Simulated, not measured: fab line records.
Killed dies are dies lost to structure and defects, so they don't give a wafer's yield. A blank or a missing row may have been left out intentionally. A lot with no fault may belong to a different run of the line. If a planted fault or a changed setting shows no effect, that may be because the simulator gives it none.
Split-lot trial -- flow n5 finfet -- 21 wafers read across 7 lots, on a route 1938 steps long

== ON THE SPLIT ==
At N5_BEOL_M15_EXPOSE_25 (exposes mask M15, target cd 400 nm), the setting dose mj was moved away from the recipe's 35.5 on 10 of the 21 wafers read, by -6.0% to +7.2%. This setting was run at the recipe's value on the other wafers.

== FROM THE SPLIT TO THE READING: what the file shows between them, 3 steps ==
- N5_BEOL_M15_PEB_26: peb time 90 s
- N5_BEOL_M15_DEVELOP_27: develop time 45 s
- N5_BEOL_M15_HARDBAKE_32: time 120 s

== THE READING ==
At N5_BEOL_M15_CD_MEAS_28: cd nm in nanometres, against a target cd of 407.6 nm. Fault-free wafers of this fab line usually give 406.6 nm, standard deviation 2.2 nm.

wafer,"tool, chamber at the split",dose mj as run,against the recipe,"cd nm, nm",against lot-mates on the recipe
L088.3,"krf scanner-01, 0",35.5,recipe,411.0,-
L088.5,"krf scanner-01, 0",35.5,recipe,407.0,-
L088.6,"krf scanner-01, 0",35.5,recipe,405.9,-
L089.2,"krf scanner-02, 0",35.5,recipe,405.9,-
L089.5,"krf scanner-02, 0",37.5,+5.6%,414.1,+7.3
L089.6,"krf scanner-02, 0",35.5,recipe,407.7,-
L090.4,"krf scanner-02, 0",35.5,recipe,410.0,-
L090.5,"krf scanner-02, 0",38.04,+7.2%,419.1,+9.1
L090.6,"krf scanner-02, 0",38.04,+7.2%,417.7,+7.7
L091.3,"krf scanner-02, 0",35.5,recipe,408.5,-
L091.4,"krf scanner-02, 0",35.5,recipe,406.9,-
L091.5,"krf scanner-02, 0",37.53,+5.7%,417.5,+9.8
L092.2,"krf scanner-01, 0",35.5,recipe,405.9,-
L092.4,"krf scanner-01, 0",34.57,-2.6%,400.8,-5.1
L092.5,"krf scanner-01, 0",34.57,-2.6%,397.6,-8.3
L094.1,"krf scanner-01, 0",33.37,-6.0%,397.1,-9.9
L094.5,"krf scanner-01, 0",35.5,recipe,407.0,-
L094.6,"krf scanner-01, 0",33.37,-6.0%,394.8,-12.2
L093.3,"krf scanner-01, 0",33.98,-4.3%,400.8,-10.6
L093.4,"krf scanner-01, 0",33.98,-4.3%,400.4,-11.0
L093.5,"krf scanner-01, 0",35.5,recipe,411.4,-

THE FIT
A straight line over all 21 wafers: cd nm changes by +1.7 nm for each +1% of dose mj; r = +0.95; the points scatter about the line by 2.2 nm.
The same after taking each lot's own level away (the mean of its wafers on the recipe; 21 wafers): +1.65 nm for each +1%; r = +0.96; scatter 1.9 nm.
Per that fit: largest dose mj move, reading shift of 12 nm.
From 405.90 to 411.40 nm: that is the span of the lots' own levels, equal to 2.5 times the standard deviation above.
So the lot-to-lot level changes the slope little: the two slopes agree.
Check: with one of the wafers moved furthest among these (+7.2%) left out of the fit, the line predicts +11.2 nm for it against its lot-mates. Against them it came out at +9.1 nm.

== OTHER SPLITS ON THESE WAFERS ==
Note: prior to the reading, these wafers also went through further splits. Each is held against what the fit with the lots' levels taken away leaves over:
other split on the same wafers,wafers away from the commonest value,r with cd nm (lot level and that fit taken away)
N5_BEOL_M13_ETCH_59 bias w,6,-0.28

== THE WHOLE CHAIN: every reading that the file lists as answering this split, in the file's order ==
step,what it does,reading,change (the file's fit),r (the file's)
N5_BEOL_M15_CD_MEAS_28,target cd 407.6 nm,cd nm,+1.62 nm for each +1% of the setting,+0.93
N5_BEOL_M15_DESCUM_33,"chemistry O2, time 7.9 s","BEOL_M15.cd nm (the simulator's own value, which no gauge read)",+1.61 nm for each +1% of the setting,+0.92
N5_BEOL_M15_ETCH_61,"etches BARC in N2/H2, target depth 89 nm, overetch 26.7 nm, time 67.9 s","BEOL_M15.cd nm (the simulator's own value, which no gauge read)",+1.5 nm for each +1% of the setting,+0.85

== THE FILE'S OWN FIT ==
cd nm changes by +1.62 nm for each +1% of dose mj, r = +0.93.
